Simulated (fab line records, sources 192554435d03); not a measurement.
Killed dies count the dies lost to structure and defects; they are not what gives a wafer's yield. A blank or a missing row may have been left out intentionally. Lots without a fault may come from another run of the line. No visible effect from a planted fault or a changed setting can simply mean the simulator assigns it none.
fab line records / flow n5Finfet
record lots=10 wafers=30 lastDay=17
route steps=1938 shown BEOL_M15@1783
lots untouched by any fault: they come from a run of this same line in which no faults occurred
startH: hours from the record's opening day to when the first of the lot's shown wafers began / waitH: hours since the lot's step before / " same as the row above / L1.1+2: a row that stands for several wafers / - no value, or no start given / * or withheld: withheld / < > ~ a bound
route shown NAME@n: a module of which the file shows steps, and the number in the route of the first / usual: mean and standard deviation over wafers with no fault / same: alike in all rows / chamber/n: place in a boat / sites: each site's reading / _std_site: their standard deviation / _edge_site: outer sites' mean less inner sites' / radiusMm: how far each site lies from the wafer's centre / mask NAME#n: copy n / behind: the most recent tool/chamber to have shaped the wafer / hold: reason for holding the lot/hours on hold/outcome of the hold / device: the transistor (n, p or np) that didn't switch / end of line: at the end of the route, the tests of the same wafers / a step given without rows: its recipe and nothing more / killed: at the first sort, the dies lost to defects and structure; wafer yield is something else / map: dies across one wafer; x = killed, . = not, _ = none there
set.NAME: the setting that was run; set.NAME@STEP: the one run at that earlier step / model.NAME: the simulator's own value behind a step, which no gauge read
one table for each step of the route and one row for each wafer, over a sample of lots
services: from which hour (startH, from the record's first day; less than 0 if before it) a tool's chamber was out of use, for how many hours, and why
## steps
# step N5_BEOL_M15_CD_MEAS_10
# recipe targetCdNm=360 landingEnergyEv=500 detector=seInlens polarity=opening
# usual cdNm=358.9/2.6
lot.wafer=L127.1 tool=cdSem-03 chamber=0 startH=233.95 waitH=- cdNm=363.9
lot.wafer=L127.2 tool=cdSem-03 chamber=0 startH=233.95 waitH=- cdNm=360.5
lot.wafer=L127.4 tool=cdSem-03 chamber=0 startH=233.95 waitH=- cdNm=360.6
lot.wafer=L129.1 tool=cdSem-02 chamber=0 startH=252.82 waitH=- cdNm=358.1
lot.wafer=L129.2 tool=cdSem-02 chamber=0 startH=252.82 waitH=- cdNm=357.4
lot.wafer=L129.4 tool=cdSem-02 chamber=0 startH=252.82 waitH=- cdNm=359.0
lot.wafer=L130.1 tool=cdSem-02 chamber=0 startH=264.17 waitH=- cdNm=359.7
lot.wafer=L130.2 tool=cdSem-02 chamber=0 startH=264.17 waitH=- cdNm=354.0
lot.wafer=L130.5 tool=cdSem-02 chamber=0 startH=264.17 waitH=- cdNm=358.9
lot.wafer=L131.2 tool=cdSem-03 chamber=0 startH=276.61 waitH=- cdNm=357.3
lot.wafer=L131.3 tool=cdSem-03 chamber=0 startH=276.61 waitH=- cdNm=359.3
lot.wafer=L131.5 tool=cdSem-03 chamber=0 startH=276.61 waitH=- cdNm=358.2
lot.wafer=L134.2 tool=cdSem-03 chamber=0 startH=281.13 waitH=- cdNm=361.9
lot.wafer=L134.3 tool=cdSem-03 chamber=0 startH=281.13 waitH=- cdNm=358.9
lot.wafer=L134.6 tool=cdSem-03 chamber=0 startH=281.13 waitH=- cdNm=359.5
lot.wafer=L138.1 tool=cdSem-03 chamber=0 startH=308.06 waitH=- cdNm=358.8
lot.wafer=L138.3 tool=cdSem-03 chamber=0 startH=308.06 waitH=- cdNm=353.3
lot.wafer=L138.5 tool=cdSem-03 chamber=0 startH=308.06 waitH=- cdNm=358.1
lot.wafer=L139.1 tool=cdSem-02 chamber=0 startH=308.50 waitH=- cdNm=359.2
lot.wafer=L139.4 tool=cdSem-02 chamber=0 startH=308.50 waitH=- cdNm=358.8
lot.wafer=L139.5 tool=cdSem-02 chamber=0 startH=308.50 waitH=- cdNm=358.6
lot.wafer=L140.1 tool=cdSem-03 chamber=0 startH=329.43 waitH=- cdNm=357.4
lot.wafer=L140.4 tool=cdSem-03 chamber=0 startH=329.43 waitH=- cdNm=357.4
lot.wafer=L140.5 tool=cdSem-03 chamber=0 startH=329.43 waitH=- cdNm=356.6
lot.wafer=L144.2 tool=cdSem-02 chamber=0 startH=351.78 waitH=- cdNm=360.6
lot.wafer=L144.3 tool=cdSem-02 chamber=0 startH=351.78 waitH=- cdNm=356.9
lot.wafer=L144.5 tool=cdSem-02 chamber=0 startH=351.78 waitH=- cdNm=362.7
lot.wafer=L150.2 tool=cdSem-03 chamber=0 startH=391.02 waitH=- cdNm=362.4
lot.wafer=L150.3 tool=cdSem-03 chamber=0 startH=391.02 waitH=- cdNm=360.6
lot.wafer=L150.4 tool=cdSem-03 chamber=0 startH=391.02 waitH=- cdNm=354.9
# step N5_BEOL_M15_ETCH_57
# recipe chemistry=N2/H2 target=SOC sourceW=3000 biasW=350 timeS=750 ionEnergyEv=200 pressureMtorr=30 n2FlowSccm=200 h2FlowSccm=200
# usual drypumpMotorCurrentA=5.5/0.41 n2FlowSccm=199.9/0.62 oesProductAu=0.77/0.064 rfVppV=523.7/2.8 showerheadPlenumPTorr=2.53/0.11 throttleValvePct=17.69/0.23
lot.wafer=L127.1 tool=rieDiel-02 chamber=3 startH=235.12 waitH=- drypumpMotorCurrentA=5.5 n2FlowSccm=199.6 oesProductAu=0.73 rfHoursCounterH=165 rfVppV=527.4 showerheadPlenumPTorr=2.66 throttleValvePct=18.00
lot.wafer=L127.2 tool=rieDiel-02 chamber=1 startH=235.12 waitH=- drypumpMotorCurrentA=6.0 n2FlowSccm=201.2 oesProductAu=0.77 rfHoursCounterH=163 rfVppV=520.6 showerheadPlenumPTorr=2.42 throttleValvePct=17.44
lot.wafer=L127.4 tool=rieDiel-02 chamber=0 startH=235.12 waitH=- drypumpMotorCurrentA=5.0 n2FlowSccm=199.9 oesProductAu=0.73 rfHoursCounterH=187 rfVppV=525.0 showerheadPlenumPTorr=2.51 throttleValvePct=17.64
lot.wafer=L129.1 tool=rieDiel-02 chamber=3 startH=253.53 waitH=- drypumpMotorCurrentA=5.5 n2FlowSccm=199.9 oesProductAu=0.72 rfHoursCounterH=171 rfVppV=526.4 showerheadPlenumPTorr=2.65 throttleValvePct=18.01
lot.wafer=L129.2 tool=rieDiel-02 chamber=0 startH=253.53 waitH=- drypumpMotorCurrentA=5.1 n2FlowSccm=200.6 oesProductAu=0.72 rfHoursCounterH=192 rfVppV=522.1 showerheadPlenumPTorr=2.51 throttleValvePct=17.65
lot.wafer=L129.4 tool=rieDiel-02 chamber=2 startH=253.53 waitH=- drypumpMotorCurrentA=5.9 n2FlowSccm=199.5 oesProductAu=0.71 rfHoursCounterH=223 rfVppV=523.2 showerheadPlenumPTorr=2.50 throttleValvePct=17.92
lot.wafer=L130.1 tool=rieDiel-06 chamber=3 startH=264.87 waitH=- drypumpMotorCurrentA=5.9 n2FlowSccm=199.6 oesProductAu=0.76 rfHoursCounterH=167 rfVppV=518.3 showerheadPlenumPTorr=2.32 throttleValvePct=17.41
lot.wafer=L130.2 tool=rieDiel-06 chamber=2 startH=264.87 waitH=- drypumpMotorCurrentA=5.4 n2FlowSccm=200.5 oesProductAu=0.79 rfHoursCounterH=119 rfVppV=526.8 showerheadPlenumPTorr=2.66 throttleValvePct=17.69
lot.wafer=L130.5 tool=rieDiel-06 chamber=0 startH=264.87 waitH=- drypumpMotorCurrentA=5.7 n2FlowSccm=198.9 oesProductAu=0.89 rfHoursCounterH=- rfVppV=524.6 showerheadPlenumPTorr=2.59 throttleValvePct=17.51
lot.wafer=L131.2 tool=rieDiel-06 chamber=2 startH=277.30 waitH=- drypumpMotorCurrentA=5.4 n2FlowSccm=200.2 oesProductAu=0.78 rfHoursCounterH=122 rfVppV=527.8 showerheadPlenumPTorr=2.66 throttleValvePct=17.68
lot.wafer=L131.3 tool=rieDiel-06 chamber=1 startH=277.30 waitH=- drypumpMotorCurrentA=4.7 n2FlowSccm=199.2 oesProductAu=0.96 rfHoursCounterH=5 rfVppV=523.1 showerheadPlenumPTorr=2.48 throttleValvePct=17.30
lot.wafer=L131.5 tool=rieDiel-06 chamber=2 startH=277.30 waitH=- drypumpMotorCurrentA=5.4 n2FlowSccm=200.0 oesProductAu=0.78 rfHoursCounterH=- rfVppV=527.8 showerheadPlenumPTorr=2.66 throttleValvePct=17.68
lot.wafer=L134.2 tool=rieDiel-02 chamber=0 startH=281.97 waitH=- drypumpMotorCurrentA=5.1 n2FlowSccm=200.9 oesProductAu=0.71 rfHoursCounterH=202 rfVppV=525.8 showerheadPlenumPTorr=2.50 throttleValvePct=17.65
lot.wafer=L134.3 tool=rieDiel-02 chamber=2 startH=281.97 waitH=- drypumpMotorCurrentA=5.9 n2FlowSccm=199.5 oesProductAu=0.70 rfHoursCounterH=232 rfVppV=522.7 showerheadPlenumPTorr=2.50 throttleValvePct=17.93
lot.wafer=L134.6 tool=rieDiel-02 chamber=1 startH=281.97 waitH=- drypumpMotorCurrentA=6.0 n2FlowSccm=201.2 oesProductAu=0.75 rfHoursCounterH=- rfVppV=518.9 showerheadPlenumPTorr=2.41 throttleValvePct=17.45
lot.wafer=L138.1 tool=rieDiel-02 chamber=1 startH=308.75 waitH=- drypumpMotorCurrentA=6.0 n2FlowSccm=199.8 oesProductAu=0.74 rfHoursCounterH=186 rfVppV=521.4 showerheadPlenumPTorr=2.41 throttleValvePct=17.46
lot.wafer=L138.3 tool=rieDiel-02 chamber=2 startH=308.75 waitH=- drypumpMotorCurrentA=5.9 n2FlowSccm=199.8 oesProductAu=0.68 rfHoursCounterH=240 rfVppV=522.3 showerheadPlenumPTorr=2.49 throttleValvePct=17.92
lot.wafer=L138.5 tool=rieDiel-02 chamber=0 startH=308.75 waitH=- drypumpMotorCurrentA=5.0 n2FlowSccm=199.1 oesProductAu=0.71 rfHoursCounterH=- rfVppV=523.7 showerheadPlenumPTorr=2.50 throttleValvePct=17.66
lot.wafer=L139.1 tool=rieDiel-02 chamber=0 startH=309.23 waitH=- drypumpMotorCurrentA=5.0 n2FlowSccm=199.9 oesProductAu=0.71 rfHoursCounterH=210 rfVppV=523.4 showerheadPlenumPTorr=2.50 throttleValvePct=17.67
lot.wafer=L139.4 tool=rieDiel-02 chamber=1 startH=309.23 waitH=- drypumpMotorCurrentA=6.0 n2FlowSccm=198.9 oesProductAu=0.75 rfHoursCounterH=187 rfVppV=520.5 showerheadPlenumPTorr=2.41 throttleValvePct=17.46
lot.wafer=L139.5 tool=rieDiel-02 chamber=0 startH=309.23 waitH=- drypumpMotorCurrentA=5.0 n2FlowSccm=200.5 oesProductAu=0.71 rfHoursCounterH=- rfVppV=522.9 showerheadPlenumPTorr=2.50 throttleValvePct=17.66
lot.wafer=L140.1 tool=rieDiel-05 chamber=3 startH=330.11 waitH=- drypumpMotorCurrentA=5.2 n2FlowSccm=200.0 oesProductAu=0.79 rfHoursCounterH=93 rfVppV=524.8 showerheadPlenumPTorr=2.59 throttleValvePct=17.92
lot.wafer=L140.4 tool=rieDiel-05 chamber=0 startH=330.11 waitH=- drypumpMotorCurrentA=6.0 n2FlowSccm=199.8 oesProductAu=0.78 rfHoursCounterH=116 rfVppV=524.9 showerheadPlenumPTorr=2.57 throttleValvePct=17.73
lot.wafer=L140.5 tool=rieDiel-05 chamber=1 startH=330.11 waitH=- drypumpMotorCurrentA=5.8 n2FlowSccm=199.7 oesProductAu=0.82 rfHoursCounterH=- rfVppV=525.5 showerheadPlenumPTorr=2.59 throttleValvePct=18.09
lot.wafer=L144.2 tool=rieDiel-05 chamber=0 startH=352.63 waitH=- drypumpMotorCurrentA=6.1 n2FlowSccm=198.9 oesProductAu=0.77 rfHoursCounterH=122 rfVppV=524.6 showerheadPlenumPTorr=2.56 throttleValvePct=17.76
lot.wafer=L144.3 tool=rieDiel-05 chamber=2 startH=352.63 waitH=- drypumpMotorCurrentA=5.1 n2FlowSccm=201.1 oesProductAu=0.79 rfHoursCounterH=117 rfVppV=528.0 showerheadPlenumPTorr=2.68 throttleValvePct=17.74
lot.wafer=L144.5 tool=rieDiel-05 chamber=0 startH=352.63 waitH=- drypumpMotorCurrentA=6.1 n2FlowSccm=199.9 oesProductAu=0.77 rfHoursCounterH=- rfVppV=524.3 showerheadPlenumPTorr=2.56 throttleValvePct=17.74
lot.wafer=L150.2 tool=rieDiel-06 chamber=1 startH=391.80 waitH=- drypumpMotorCurrentA=4.7 n2FlowSccm=199.1 oesProductAu=0.86 rfHoursCounterH=38 rfVppV=523.3 showerheadPlenumPTorr=2.47 throttleValvePct=17.35
lot.wafer=L150.3 tool=rieDiel-06 chamber=0 startH=391.80 waitH=- drypumpMotorCurrentA=5.7 n2FlowSccm=200.1 oesProductAu=0.83 rfHoursCounterH=80 rfVppV=526.4 showerheadPlenumPTorr=2.57 throttleValvePct=17.57
lot.wafer=L150.4 tool=rieDiel-06 chamber=3 startH=391.80 waitH=- drypumpMotorCurrentA=5.9 n2FlowSccm=199.3 oesProductAu=0.74 rfHoursCounterH=200 rfVppV=517.3 showerheadPlenumPTorr=2.31 throttleValvePct=17.45
# step N5_BEOL_M15_EXPOSE_25
# recipe maskId=M15 na=0.8 sourceShape=annular sigmaInner=0.5 sigmaOuter=0.8 polarization=unpolarized targetCdNm=400 doseMj=35.5
# usual reticleTempC=23.01/0.11 stageVelMmS=499.99/0.23
lot.wafer=L127.1 tool=krfScanner-02 chamber=0 startH=235.72 waitH=- mask=M15#0 reticleTempC=22.96 stageVelMmS=499.57
lot.wafer=L127.2 tool=krfScanner-02 chamber=0 startH=235.72 waitH=- mask=M15#0 reticleTempC=23.10 stageVelMmS=499.79
lot.wafer=L127.4 tool=krfScanner-02 chamber=0 startH=235.72 waitH=- mask=M15#0 reticleTempC=23.08 stageVelMmS=499.66
lot.wafer=L129.1 tool=krfScanner-01 chamber=0 startH=254.25 waitH=- mask=M15#0 reticleTempC=22.99 stageVelMmS=499.86
lot.wafer=L129.2 tool=krfScanner-01 chamber=0 startH=254.25 waitH=- mask=M15#0 reticleTempC=23.03 stageVelMmS=499.68
lot.wafer=L129.4 tool=krfScanner-01 chamber=0 startH=254.25 waitH=- mask=M15#0 reticleTempC=23.05 stageVelMmS=500.02
lot.wafer=L130.1 tool=krfScanner-02 chamber=0 startH=265.60 waitH=- mask=M15#0 reticleTempC=23.05 stageVelMmS=499.97
lot.wafer=L130.2 tool=krfScanner-02 chamber=0 startH=265.60 waitH=- mask=M15#0 reticleTempC=23.06 stageVelMmS=499.80
lot.wafer=L130.5 tool=krfScanner-02 chamber=0 startH=265.60 waitH=- mask=M15#0 reticleTempC=23.02 stageVelMmS=499.47
lot.wafer=L131.2 tool=krfScanner-02 chamber=0 startH=277.91 waitH=- mask=M15#0 reticleTempC=22.98 stageVelMmS=499.97
lot.wafer=L131.3 tool=krfScanner-02 chamber=0 startH=277.91 waitH=- mask=M15#0 reticleTempC=23.14 stageVelMmS=499.74
lot.wafer=L131.5 tool=krfScanner-02 chamber=0 startH=277.91 waitH=- mask=M15#0 reticleTempC=23.07 stageVelMmS=499.92
lot.wafer=L134.2 tool=krfScanner-02 chamber=0 startH=282.70 waitH=- mask=M15#0 reticleTempC=22.93 stageVelMmS=500.14
lot.wafer=L134.3 tool=krfScanner-02 chamber=0 startH=282.70 waitH=- mask=M15#0 reticleTempC=23.02 stageVelMmS=500.20
lot.wafer=L134.6 tool=krfScanner-02 chamber=0 startH=282.70 waitH=- mask=M15#0 reticleTempC=22.87 stageVelMmS=499.98
lot.wafer=L138.1 tool=krfScanner-02 chamber=0 startH=309.35 waitH=- mask=M15#0 reticleTempC=23.03 stageVelMmS=499.53
lot.wafer=L138.3 tool=krfScanner-02 chamber=0 startH=309.35 waitH=- mask=M15#0 reticleTempC=22.86 stageVelMmS=499.76
lot.wafer=L138.5 tool=krfScanner-02 chamber=0 startH=309.35 waitH=- mask=M15#0 reticleTempC=22.81 stageVelMmS=499.91
lot.wafer=L139.1 tool=krfScanner-02 chamber=0 startH=309.83 waitH=- mask=M15#0 reticleTempC=23.06 stageVelMmS=500.35
lot.wafer=L139.4 tool=krfScanner-02 chamber=0 startH=309.83 waitH=- mask=M15#0 reticleTempC=23.27 stageVelMmS=499.86
lot.wafer=L139.5 tool=krfScanner-02 chamber=0 startH=309.83 waitH=- mask=M15#0 reticleTempC=23.06 stageVelMmS=499.73
lot.wafer=L140.1 tool=krfScanner-01 chamber=0 startH=330.84 waitH=- mask=M15#0 reticleTempC=22.88 stageVelMmS=499.76
lot.wafer=L140.4 tool=krfScanner-01 chamber=0 startH=330.84 waitH=- mask=M15#0 reticleTempC=23.03 stageVelMmS=499.80
lot.wafer=L140.5 tool=krfScanner-01 chamber=0 startH=330.84 waitH=- mask=M15#0 reticleTempC=22.88 stageVelMmS=500.03
lot.wafer=L144.2 tool=krfScanner-01 chamber=0 startH=353.36 waitH=- mask=M15#0 reticleTempC=23.01 stageVelMmS=499.97
lot.wafer=L144.3 tool=krfScanner-01 chamber=0 startH=353.36 waitH=- mask=M15#0 reticleTempC=23.03 stageVelMmS=500.08
lot.wafer=L144.5 tool=krfScanner-01 chamber=0 startH=353.36 waitH=- mask=M15#0 reticleTempC=22.87 stageVelMmS=500.06
lot.wafer=L150.2 tool=krfScanner-01 chamber=0 startH=392.40 waitH=- mask=M15#0 reticleTempC=23.20 stageVelMmS=500.25
lot.wafer=L150.3 tool=krfScanner-01 chamber=0 startH=392.40 waitH=- mask=M15#0 reticleTempC=23.27 stageVelMmS=500.00
lot.wafer=L150.4 tool=krfScanner-01 chamber=0 startH=392.40 waitH=- mask=M15#0 reticleTempC=23.15 stageVelMmS=500.12
# step N5_BEOL_M15_OVL_MEAS_29
# recipe pointsPerWafer=44
# usual M15_OVL=2/5.3
lot.wafer=L127.1 tool=overlay-02 chamber=0 startH=235.92 waitH=0.0 M15_OVL[nm]=0
lot.wafer=L127.2 tool=overlay-02 chamber=0 startH=235.92 waitH=0.0 M15_OVL[nm]=-2
lot.wafer=L127.4 tool=overlay-02 chamber=0 startH=235.92 waitH=0.0 M15_OVL[nm]=1
lot.wafer=L129.1 tool=overlay-01 chamber=0 startH=254.46 waitH=0.0 M15_OVL[nm]=10
lot.wafer=L129.2 tool=overlay-01 chamber=0 startH=254.46 waitH=0.0 M15_OVL[nm]=4
lot.wafer=L129.4 tool=overlay-01 chamber=0 startH=254.46 waitH=0.0 M15_OVL[nm]=3
lot.wafer=L130.1 tool=overlay-01 chamber=0 startH=265.80 waitH=0.0 M15_OVL[nm]=10
lot.wafer=L130.2 tool=overlay-01 chamber=0 startH=265.80 waitH=0.0 M15_OVL[nm]=2
lot.wafer=L130.5 tool=overlay-01 chamber=0 startH=265.80 waitH=0.0 M15_OVL[nm]=2
lot.wafer=L131.2 tool=overlay-02 chamber=0 startH=278.11 waitH=0.0 M15_OVL[nm]=0
lot.wafer=L131.3 tool=overlay-02 chamber=0 startH=278.11 waitH=0.0 M15_OVL[nm]=0
lot.wafer=L131.5 tool=overlay-02 chamber=0 startH=278.11 waitH=0.0 M15_OVL[nm]=2
lot.wafer=L134.2 tool=overlay-01 chamber=0 startH=282.90 waitH=0.0 M15_OVL[nm]=11
lot.wafer=L134.3 tool=overlay-01 chamber=0 startH=282.90 waitH=0.0 M15_OVL[nm]=3
lot.wafer=L134.6 tool=overlay-01 chamber=0 startH=282.90 waitH=0.0 M15_OVL[nm]=16
lot.wafer=L138.1 tool=overlay-02 chamber=0 startH=309.55 waitH=0.0 M15_OVL[nm]=51
lot.wafer=L138.3 tool=overlay-02 chamber=0 startH=309.55 waitH=0.0 M15_OVL[nm]=58
lot.wafer=L138.5 tool=overlay-02 chamber=0 startH=309.55 waitH=0.0 M15_OVL[nm]=57
lot.wafer=L139.1 tool=overlay-02 chamber=0 startH=310.03 waitH=0.0 M15_OVL[nm]=57
lot.wafer=L139.4 tool=overlay-02 chamber=0 startH=310.03 waitH=0.0 M15_OVL[nm]=55
lot.wafer=L139.5 tool=overlay-02 chamber=0 startH=310.03 waitH=0.0 M15_OVL[nm]=51
lot.wafer=L140.1 tool=overlay-02 chamber=0 startH=331.04 waitH=0.0 M15_OVL[nm]=13
lot.wafer=L140.4 tool=overlay-02 chamber=0 startH=331.04 waitH=0.0 M15_OVL[nm]=8
lot.wafer=L140.5 tool=overlay-02 chamber=0 startH=331.04 waitH=0.0 M15_OVL[nm]=9
lot.wafer=L144.2 tool=overlay-02 chamber=0 startH=353.56 waitH=0.0 M15_OVL[nm]=0
lot.wafer=L144.3 tool=overlay-02 chamber=0 startH=353.56 waitH=0.0 M15_OVL[nm]=2
lot.wafer=L144.5 tool=overlay-02 chamber=0 startH=353.56 waitH=0.0 M15_OVL[nm]=5
lot.wafer=L150.2 tool=overlay-01 chamber=0 startH=392.60 waitH=0.0 M15_OVL[nm]=-2
lot.wafer=L150.3 tool=overlay-01 chamber=0 startH=392.60 waitH=0.0 M15_OVL[nm]=10
lot.wafer=L150.4 tool=overlay-01 chamber=0 startH=392.60 waitH=0.0 M15_OVL[nm]=7
# step N5_BEOL_M15_INSPECT_30
# recipe mode=adi inspectInstrument=macro
# usual rawDefectCount=2.2/1.6
lot.wafer=L127.1 tool=defectInspect-02 chamber=- startH=235.95 waitH=0.0 rawDefectCount=3
lot.wafer=L127.2 tool=defectInspect-02 chamber=- startH=235.95 waitH=0.0 rawDefectCount=2
lot.wafer=L127.4 tool=defectInspect-02 chamber=- startH=235.95 waitH=0.0 rawDefectCount=0
lot.wafer=L129.1 tool=defectInspect-01 chamber=- startH=254.48 waitH=0.0 rawDefectCount=2
lot.wafer=L129.2 tool=defectInspect-01 chamber=- startH=254.48 waitH=0.0 rawDefectCount=5
lot.wafer=L129.4 tool=defectInspect-01 chamber=- startH=254.48 waitH=0.0 rawDefectCount=1
lot.wafer=L130.1 tool=defectInspect-01 chamber=- startH=265.82 waitH=0.0 rawDefectCount=2
lot.wafer=L130.2 tool=defectInspect-01 chamber=- startH=265.82 waitH=0.0 rawDefectCount=3
lot.wafer=L130.5 tool=defectInspect-01 chamber=- startH=265.82 waitH=0.0 rawDefectCount=1
lot.wafer=L131.2 tool=defectInspect-02 chamber=- startH=278.13 waitH=0.0 rawDefectCount=2
lot.wafer=L131.3 tool=defectInspect-02 chamber=- startH=278.13 waitH=0.0 rawDefectCount=5
lot.wafer=L131.5 tool=defectInspect-02 chamber=- startH=278.13 waitH=0.0 rawDefectCount=3
lot.wafer=L134.2 tool=defectInspect-01 chamber=- startH=282.92 waitH=0.0 rawDefectCount=0
lot.wafer=L134.3 tool=defectInspect-01 chamber=- startH=282.92 waitH=0.0 rawDefectCount=2
lot.wafer=L134.6 tool=defectInspect-01 chamber=- startH=282.92 waitH=0.0 rawDefectCount=1
lot.wafer=L138.1 tool=defectInspect-01 chamber=- startH=309.58 waitH=0.0 rawDefectCount=4
lot.wafer=L138.3 tool=defectInspect-01 chamber=- startH=309.58 waitH=0.0 rawDefectCount=2
lot.wafer=L138.5 tool=defectInspect-01 chamber=- startH=309.58 waitH=0.0 rawDefectCount=1
lot.wafer=L139.1 tool=defectInspect-02 chamber=- startH=310.06 waitH=0.0 rawDefectCount=1
lot.wafer=L139.4 tool=defectInspect-02 chamber=- startH=310.06 waitH=0.0 rawDefectCount=0
lot.wafer=L139.5 tool=defectInspect-02 chamber=- startH=310.06 waitH=0.0 rawDefectCount=2
lot.wafer=L140.1 tool=defectInspect-01 chamber=- startH=331.06 waitH=0.0 rawDefectCount=1
lot.wafer=L140.4 tool=defectInspect-01 chamber=- startH=331.06 waitH=0.0 rawDefectCount=1
lot.wafer=L140.5 tool=defectInspect-01 chamber=- startH=331.06 waitH=0.0 rawDefectCount=0
lot.wafer=L144.2 tool=defectInspect-01 chamber=- startH=353.58 waitH=0.0 rawDefectCount=4
lot.wafer=L144.3 tool=defectInspect-01 chamber=- startH=353.58 waitH=0.0 rawDefectCount=2
lot.wafer=L144.5 tool=defectInspect-01 chamber=- startH=353.58 waitH=0.0 rawDefectCount=3
lot.wafer=L150.2 tool=defectInspect-02 chamber=- startH=392.62 waitH=0.0 rawDefectCount=0
lot.wafer=L150.3 tool=defectInspect-02 chamber=- startH=392.62 waitH=0.0 rawDefectCount=2
lot.wafer=L150.4 tool=defectInspect-02 chamber=- startH=392.62 waitH=0.0 rawDefectCount=3
## services
tool=rieDiel-05 chamber=0 startH=221.63 hours=2.8 kind=repair
tool=krfScanner-02 chamber=0 startH=229.91 hours=- kind=calibration
tool=krfScanner-01 chamber=- startH=234.47 hours=1.0 kind=pm
tool=rieDiel-06 chamber=3 startH=272.94 hours=8.2 kind=repair
tool=krfScanner-01 chamber=- startH=283.01 hours=0.5 kind=repair
tool=krfScanner-01 chamber=- startH=287.91 hours=1.1 kind=repair
tool=rieDiel-05 chamber=2 startH=292.50 hours=6.9 kind=repair
tool=krfScanner-01 chamber=- startH=298.84 hours=0.8 kind=pm
tool=krfScanner-02 chamber=- startH=319.52 hours=1.0 kind=pm
tool=krfScanner-02 chamber=- startH=326.89 hours=2.3 kind=repair
tool=rieDiel-06 chamber=3 startH=335.24 hours=4.3 kind=repair
tool=krfScanner-01 chamber=- startH=337.61 hours=4.4 kind=pm
tool=rieDiel-02 chamber=2 startH=345.20 hours=- kind=clean
tool=rieDiel-02 chamber=2 startH=345.20 hours=- kind=consumableReplace:focusRing
tool=rieDiel-02 chamber=2 startH=345.20 hours=14.0 kind=scheduledDown
tool=rieDiel-02 chamber=2 startH=345.20 hours=14.0 kind=ventCycle
tool=rieDiel-06 chamber=1 startH=347.84 hours=8.6 kind=repair
tool=krfScanner-02 chamber=- startH=353.37 hours=0.8 kind=pm
tool=krfScanner-02 chamber=- startH=358.37 hours=1.3 kind=pm
tool=rieDiel-06 chamber=- startH=358.55 hours=0.9 kind=repair
tool=rieDiel-05 chamber=1 startH=359.64 hours=5.6 kind=repair
tool=rieDiel-05 chamber=- startH=365.21 hours=1.2 kind=repair
tool=krfScanner-01 chamber=- startH=371.46 hours=1.3 kind=pm
tool=krfScanner-01 chamber=- startH=385.08 hours=3.6 kind=pm
## key
firstSign step=N5_BEOL_M15_OVL_MEAS_29 reading=M15_OVL direction=up sigmas=9.9 usual=2 struck=55
effect none on later readings
metAt N5_BEOL_M15_EXPOSE_25
struckLots L138,L139
notActingAt N5_BEOL_M15_CD_MEAS_10,N5_BEOL_M15_ETCH_57,N5_BEOL_M15_INSPECT_30
onsetBetween 282.70 309.35
fault kind=scannerMatchingOverlay tool=krfScanner-02 chamber=- onsetH=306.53 steps=N5_BEOL_M15_EXPOSE_25 offset=57.525
